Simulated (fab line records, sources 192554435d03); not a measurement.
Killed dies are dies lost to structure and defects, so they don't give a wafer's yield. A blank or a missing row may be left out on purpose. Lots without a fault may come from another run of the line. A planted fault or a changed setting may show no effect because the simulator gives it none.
fab line records | flow n5_finfet
record lots=10 wafers=30 last_day=17
route steps=1938 shown FIN_SAQP@120 FIN_CUT@154 BEOL_M4@1111 PASSIVATION@1936
lots that met no fault: from a run of the same line without faults
start_h: hours from the record's first day to the start of the lot's first wafer shown | wait_h: hours since the lot's step before | " the same as in the row above | L1.1+2: a row that stands for several wafers | - no value, or no start given | * or withheld: withheld | < > ~ a bound
route shown NAME@n: a module of which the file shows steps, and the number in the route of the first | usual: mean/standard deviation of fault-free wafers | same: alike in all rows | chamber/n: place in a boat | sites: the reading at each site | _std_site: their standard deviation | _edge_site: outer sites' mean less inner sites' | radius_mm: how far each site lies from the wafer's centre | mask NAME#n: copy n | behind: the tool/chamber that last shaped the wafer | hold: why the lot was held/for how many hours/how that ended | device: the transistor (n, p or np) that didn't switch | end of line: the same wafers' tests at the end of the route | a step without rows: its recipe alone | killed: dies lost to structure and defects at the first sort, not the wafer's yield | map: a wafer's dies, x killed, . not, _ none there
set.NAME: the setting as run; set.NAME@STEP: as run at that earlier step | model.NAME: the simulator's own value behind a step, which no gauge read
steps of the route over a sample of lots; a table a step, a row a wafer
services: from which hour (start_h, from the record's first day; less than 0 if before it) a tool's chamber was out of use, for how many hours, and why
## steps
# step N5_FIN_SAQP_MANDREL_ETCH_22
# recipe target_depth_a=600 chemistry=HBr/Cl2 target=a-Si stop_on=SiNx bt_time_s=10 over_etch_frac=0.5 time_s=30 pressure_mtorr=10 icp_w=800 bias_w=75 HBr_flow_sccm=150 Cl2_flow_sccm=80 ends=end_point
# usual drypump_motor_current_A=5.9/0.6 oes_product_au=0.775/0.01 throttle_valve_pct=35.32/0.28
# columns lot.wafer tool chamber start_h wait_h drypump_motor_current_A oes_product_au rf_hours_counter_h throttle_valve_pct
L441.2 rie_si-01 1 29.06 0.0 5.8 0.763 50 35.11
L441.4 " 3 " " 6.3 0.779 41 35.37
L441.5 " 1 " " 5.8 0.769 - 35.08
L443.1 rie_si-01 1 40.39 0.0 5.8 0.772 50 35.09
L443.4 " 2 " " 5.4 0.801 4 35.30
L443.6 " 0 " " 6.2 0.786 - 35.55
L444.1 rie_si-01 0 46.52 0.0 6.2 0.775 38 35.60
L444.3 " 3 " " 6.3 0.758 42 35.39
L444.6 " 0 " " 6.2 0.783 - 35.56
L447.1 rie_si-03 2 64.36 0.0 6.2 0.774 80 34.94
L447.2 " 1 " " 5.7 0.761 13 35.15
L447.3 " 3 " " 5.3 0.791 6 35.41
L457.2 rie_si-02 0 123.93 0.0 6.4 0.778 54 36.03
L457.3 " 3 " " 6.0 0.772 90 35.37
L457.4 " 2 " " 6.7 0.774 108 34.91
L458.1 rie_si-01 0 129.44 0.0 6.2 0.772 40 35.60
L458.2 " 3 " " 6.3 0.770 43 35.40
L458.5 " 3 " " 6.3 0.762 - 35.39
L459.2 rie_si-01 3 135.89 0.0 6.3 0.766 43 35.38
L459.4 " 0 " " 6.3 0.787 - 35.55
L459.6 " 1 " " 5.8 0.773 - 35.08
L460.2 rie_si-01 0 142.42 0.0 6.3 0.775 40 35.58
L460.5 " 3 " " 6.4 0.766 - 35.39
L460.6 " 0 " " 6.2 0.792 - 35.57
L461.1 rie_si-03 3 148.10 0.0 5.3 0.783 7 35.43
L461.3 " 0 " " 4.7 0.761 65 35.25
L461.4 " 1 " " 5.7 0.771 14 35.13
L462.1 rie_si-03 0 154.30 0.0 4.7 0.749 65 35.26
L462.2 " 2 " " 6.2 0.774 82 34.95
L462.3 " 1 " " 5.6 0.765 14 35.15
# step N5_FIN_SAQP_HM_CD_35
# recipe target_cd_nm=8 polarity=line
# usual cd_nm=8.10/0.23
# columns lot.wafer tool chamber start_h wait_h cd_nm
L441.2 cd_sem-02 - 33.69 0.1 8.29
L441.4 " - " " 8.35
L441.5 " - " " 7.82
L443.1 cd_sem-03 - 44.24 0.1 8.24
L443.4 " - " " 8.61
L443.6 " - " " 8.58
L444.1 cd_sem-01 - 50.38 0.1 7.40
L444.3 " - " " 8.39
L444.6 " - " " 7.87
L447.1 cd_sem-01 - 68.02 0.1 8.26
L447.2 " - " " 8.02
L447.3 " - " " 7.63
L457.2 cd_sem-03 - 128.31 0.1 8.20
L457.3 " - " " 7.79
L457.4 " - " " 7.78
L458.1 cd_sem-01 - 133.33 0.1 7.79
L458.2 " - " " 7.97
L458.5 " - " " 8.01
L459.2 cd_sem-01 - 139.53 0.1 7.99
L459.4 " - " " 8.02
L459.6 " - " " 8.00
L460.2 cd_sem-01 - 146.57 0.1 7.95
L460.5 " - " " 7.98
L460.6 " - " " 8.00
L461.1 cd_sem-02 - 151.79 0.1 8.53
L461.3 " - " " 8.10
L461.4 " - " " 7.89
L462.1 cd_sem-03 - 157.98 0.1 8.29
L462.2 " - " " 8.45
L462.3 " - " " 7.79
# step N5_FIN_SAQP_FIN_ETCH_36
# recipe chemistry=HBr/Cl2/O2 target_depth_a=1200 mask_material=SiNx time_s=50.4 bias_w=102 pressure_mtorr=10 icp_w=800 HBr_flow_sccm=150 Cl2_flow_sccm=80 O2_flow_sccm=12
# usual drypump_motor_current_A=5.8/0.61 oes_product_au=1.005/0.022 throttle_valve_pct=35.98/0.26
# columns lot.wafer tool chamber start_h wait_h drypump_motor_current_A oes_product_au rf_hours_counter_h throttle_valve_pct
L441.2 rie_si-03 1 33.76 0.0 5.7 0.971 12 35.83
L441.4 " 2 " " 6.2 1.015 80 35.59
L441.5 " 0 " " 4.7 0.995 - 35.90
L443.1 rie_si-01 1 44.31 0.0 5.8 0.996 50 35.76
L443.4 " 2 " " 5.4 1.026 4 35.96
L443.6 " 0 " " 6.3 0.998 - 36.24
L444.1 rie_si-03 0 50.45 0.0 4.6 0.990 63 35.90
L444.3 " 3 " " 5.3 1.044 6 36.04
L444.6 " 0 " " 4.7 0.988 - 35.91
L447.1 rie_si-01 0 68.09 0.0 6.3 0.994 38 36.25
L447.2 " 2 " " 5.4 1.024 4 35.99
L447.3 " 3 " " 6.3 0.993 42 36.08
L457.2 rie_si-03 1 128.37 0.0 5.7 0.981 14 35.82
L457.3 " 0 " " 4.6 0.993 64 35.91
L457.4 " 3 " " 5.3 1.052 7 36.02
L458.1 rie_si-03 3 133.40 0.0 5.3 1.048 7 36.05
L458.2 " 2 " " 6.2 1.015 81 35.57
L458.5 " 2 " " 6.2 1.025 - 35.60
L459.2 rie_si-02 0 139.60 0.0 6.4 1.044 54 36.66
L459.4 " 1 " " 6.8 1.011 55 36.40
L459.6 " 2 " " 6.7 0.997 - 35.61
L460.2 rie_si-02 1 146.64 0.0 6.8 0.986 55 36.45
L460.5 " 1 " " 6.8 0.992 - 36.42
L460.6 " 0 " " 6.4 1.017 - 36.68
L461.1 rie_si-01 3 151.85 0.0 6.4 0.995 44 36.03
L461.3 " 0 " " 6.3 1.001 40 36.25
L461.4 " 2 " " 5.4 1.021 6 35.98
L462.1 rie_si-02 2 158.05 0.0 6.7 0.986 108 35.62
L462.2 " 3 " " 5.9 1.023 91 35.99
L462.3 " 1 " " 6.8 1.015 55 36.39
# step N5_FIN_CUT_COAT_18
# recipe resist=SOC temp_c=250 time_s=60 spin_rpm=1500 resist_thk_nm=230
# usual heater_power_total_W=500.5/1.8 plate_temp_C=249.99/0.19
# columns lot.wafer tool chamber start_h wait_h heater_power_total_W plate_temp_C
L441.2 litho_track-04 0 34.04 0.0 502.8 249.98
L441.4 " 0 " " 502.3 250.10
L441.5 " 0 " " 498.3 249.97
L443.1 litho_track-04 0 44.60 0.0 497.9 250.03
L443.4 " 0 " " 501.1 249.95
L443.6 " 0 " " 499.0 249.90
L444.1 litho_track-04 0 50.74 0.0 822.1 263.51
L444.3 " 0 " " 820.6 263.53
L444.6 " 0 " " 822.5 263.55
L447.1 litho_track-04 0 68.37 0.0 822.5 263.48
L447.2 " 0 " " 821.2 263.67
L447.3 " 0 " " 823.1 263.63
L457.2 litho_track-03 0 128.66 0.0 501.0 249.86
L457.3 " 0 " " 500.8 250.20
L457.4 " 0 " " 501.4 249.94
L458.1 litho_track-03 0 133.68 0.0 498.8 250.39
L458.2 " 0 " " 501.8 250.12
L458.5 " 0 " " 497.8 250.30
L459.2 litho_track-03 0 139.88 0.0 498.2 249.77
L459.4 " 0 " " 498.2 250.16
L459.6 " 0 " " 499.9 249.86
L460.2 litho_track-04 0 146.92 0.0 498.6 250.04
L460.5 " 0 " " 501.9 250.22
L460.6 " 0 " " 503.0 250.31
L461.1 litho_track-04 0 152.14 0.0 501.2 249.83
L461.3 " 0 " " 502.8 249.76
L461.4 " 0 " " 498.9 249.55
L462.1 litho_track-04 0 158.33 0.0 501.8 249.94
L462.2 " 0 " " 502.7 249.92
L462.3 " 0 " " 497.9 249.81
# step N5_BEOL_M4_RC_MEAS_101
# usual DIBL_N=36.2/1.7 DIBL_P=36.2/2.2 IOFF_N=0.16/0.035 IOFF_P=0.21/0.042 ION_N=673/13 ION_P=462/7.9 SS_N=71.4/0.59 SS_P=73.2/0.7 VT_N=250/3.6 VT_P=-251/3.5
# columns lot.wafer tool chamber start_h wait_h DIBL_N[mV/V] DIBL_P[mV/V] IOFF_N[nA/um] IOFF_P[nA/um] ION_N[uA/um] ION_P[uA/um] SS_N[mV/dec] SS_P[mV/dec] VT_N[mV] VT_P[mV]
L441.2 prober-01 0 167.22 0.2 36.3 36.1 0.14 0.19 653 446 70.9 73.0 250 -252
L441.4 " 0 " " 38.7 40.1 0.21 0.25 688 461 72.5 74.0 243 -247
L441.5 " 0 " " 36.4 38.5 0.17 0.22 674 465 71.4 73.9 248 -251
L443.1 prober-02 0 175.22 0.0 36.6 37.7 0.20 0.26 688 468 72.1 73.4 243 -246
L443.4 " 0 " " 39.1 41.7 0.27 0.34 713 482 71.7 74.9 240 -244
L443.6 " 0 " " 39.0 41.1 0.27 0.34 696 476 72.7 74.9 240 -243
L444.1 prober-02 0 178.17 0.0 35.5 34.9 0.14 0.19 667 464 70.9 73.4 251 -251
L444.3 " 0 " " 34.1 33.8 0.12 0.18 673 467 70.8 72.8 250 -254
L444.6 " 0 " " 36.4 35.9 0.17 0.21 689 467 71.2 72.6 247 -250
L447.1 prober-02 0 211.46 0.0 37.3 37.1 0.18 0.24 676 468 71.6 72.4 249 -248
L447.2 " 0 " " 37.1 38.6 0.19 0.27 691 477 71.7 73.7 246 -247
L447.3 " 0 " " 36.5 36.5 0.16 0.22 682 463 71.3 72.6 250 -250
L457.2 prober-02 0 277.09 0.2 36.2 35.5 0.16 0.21 670 465 71.2 73.1 251 -249
L457.3 " 0 " " 35.4 35.1 0.16 0.21 677 468 71.6 73.0 249 -249
L457.4 " 0 " " 36.9 37.5 0.17 0.24 676 462 72.2 73.1 249 -249
L458.1 prober-02 0 281.11 0.0 32.5 32.9 0.10 0.15 654 455 71.2 72.3 256 -254
L458.2 " 0 " " 32.4 31.6 0.10 0.14 648 446 70.5 72.4 256 -255
L458.5 " 0 " " 32.2 30.7 0.09 0.13 648 446 70.4 72.3 258 -258
L460.2 prober-02 0 284.14 0.2 36.3 37.8 0.16 0.21 675 458 70.9 73.4 251 -251
L460.5 " 0 " " 35.5 35.8 0.14 0.19 671 461 70.7 73.3 252 -251
L460.6 " 0 " " 34.4 34.4 0.12 0.16 667 454 71.0 73.1 253 -254
L459.2 prober-01 0 287.95 0.2 35.2 34.0 0.13 0.18 668 460 71.4 72.7 250 -253
L459.4 " 0 " " 37.4 36.2 0.18 0.22 685 467 71.3 72.8 245 -251
L459.6 " 0 " " 36.4 34.2 0.15 0.19 661 455 70.8 73.1 249 -252
L461.1 prober-01 0 302.20 0.0 37.8 37.2 0.16 0.25 669 459 71.8 73.6 247 -247
L461.3 " 0 " " 36.2 34.0 0.12 0.19 673 462 71.5 72.6 255 -251
L461.4 " 0 " " 37.1 34.9 0.15 0.21 675 470 70.9 72.3 249 -249
L462.1 prober-02 0 303.62 0.0 37.0 36.1 0.16 0.21 668 459 71.3 72.9 251 -250
L462.2 " 0 " " 34.4 33.8 0.12 0.17 666 457 71.0 71.9 255 -253
L462.3 " 0 " " 37.7 37.8 0.18 0.24 678 459 71.8 73.3 247 -249
# step N5_PASSIVATION_PROBE_49
# usual defect_limited_yield=91.4/1.4 killed_at_M0_to_M3=31/10 killed_at_M4_up=14/5.6 killed_at_contacts=13/6.3 killed_at_front_end=39/10 killed_at_other=4/3.1 killed_dies=101/16 killed_open=65/13 killed_short=34/7.2 sort_bin_5_function=5.1/0.88 sort_bin_6_memory=3.2/0.66 sort_bin_8_speed=0.00/0.007 sort_n_pass=1079/16 sort_yield_pct=91.4/1.4
# same gross_dies=1180 killed_at_back_side=0 sort_bin_4_leakage[%]=0
# columns lot.wafer tool chamber start_h wait_h defect_limited_yield[%] killed_at_M0_to_M3 killed_at_M4_up killed_at_contacts killed_at_front_end killed_at_other killed_dies killed_open killed_short sort_bin_5_function[%] sort_bin_6_memory[%] sort_bin_8_speed[%] sort_n_pass sort_yield_pct[%]
L441.2 prober-01 - 279.08 0.1 90.2 25 12 23 40 16 116 78 38 5.8 3.8 0 1064 90.2
L441.4 prober-01 - 279.18 0.2 91.8 27 5 12 41 12 97 70 26 5.0 3.0 0 1083 91.8
L441.5 prober-01 - 279.23 0.2 90.8 34 8 12 48 7 109 67 38 5.1 3.5 0 1071 90.8
# killed by level:class
L441.2 MOL_CONTACT_COAG:geometric_particle:open=16 STI_FIN_REVEAL:geometric_particle:open=13 FIN_SAQP:geometric_particle:short=8 BEOL_M3:geometric_particle:open=8 FIN_SAQP:geometric_particle:open=7 MOL_CONTACT_COAG:geometric_particle:short=7 BEOL_M5:geometric_particle:open=5 MIM_TOP:geometric_particle:open=5
L441.4 FIN_SAQP:geometric_particle:open=11 MOL_CONTACT_COAG:geometric_particle:open=11 BEOL_M3:geometric_particle:open=11 STI_FIN_REVEAL:geometric_particle:open=5 STARTING-WAFER:geometric_particle:open=5 STARTING-WAFER:geometric_particle:short=5 DUMMY_GATE:geometric_particle:open=4 MIM_TOP:geometric_particle:open=4
L441.5 STI_FIN_REVEAL:geometric_particle:open=11 BEOL_M3:geometric_particle:open=10 FIN_SAQP:geometric_particle:short=9 MOL_CONTACT_COAG:geometric_particle:open=9 BEOL_M0_SAQP:geometric_particle:short=9 BEOL_M5:geometric_particle:open=7 FIN_SAQP:geometric_particle:open=6 BEOL_M0:geometric_particle:open=5
## services
# columns tool chamber start_h hours kind
rie_si-03 0 23.55 4.2 repair
rie_si-01 2 65.39 1.7 repair
rie_si-01 - 71.67 2.8 pm
rie_si-03 - 89.44 14.6 pm
rie_si-03 - 117.25 2.8 pm
rie_si-03 - 125.66 0.3 repair
rie_si-01 2 127.83 8.9 repair
litho_track-04 - 139.11 - consumable_replace:filter
litho_track-03 - 147.44 - consumable_replace:filter
rie_si-02 2 148.44 4.2 repair
## key
first_sign step=N5_FIN_CUT_COAT_18 reading=heater_power_total_W direction=up sigmas=99+ usual=* struck=*
effect step=N5_FIN_CUT_COAT_18 reading=plate_temp_C direction=up sigmas=70 usual=* struck=*
met_at N5_FIN_CUT_COAT_18
struck_lots L444,L447
not_acting_at N5_FIN_SAQP_MANDREL_ETCH_22,N5_FIN_SAQP_HM_CD_35,N5_FIN_SAQP_FIN_ETCH_36
onset_between 44.60 50.74
fault kind=process_parameter_drift tool=litho_track-04 chamber=- onset_h=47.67 steps=N5_FIN_CUT_COAT_18 channel=temp_c offset=* shape=step end_h=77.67 acts_in=* stated=*
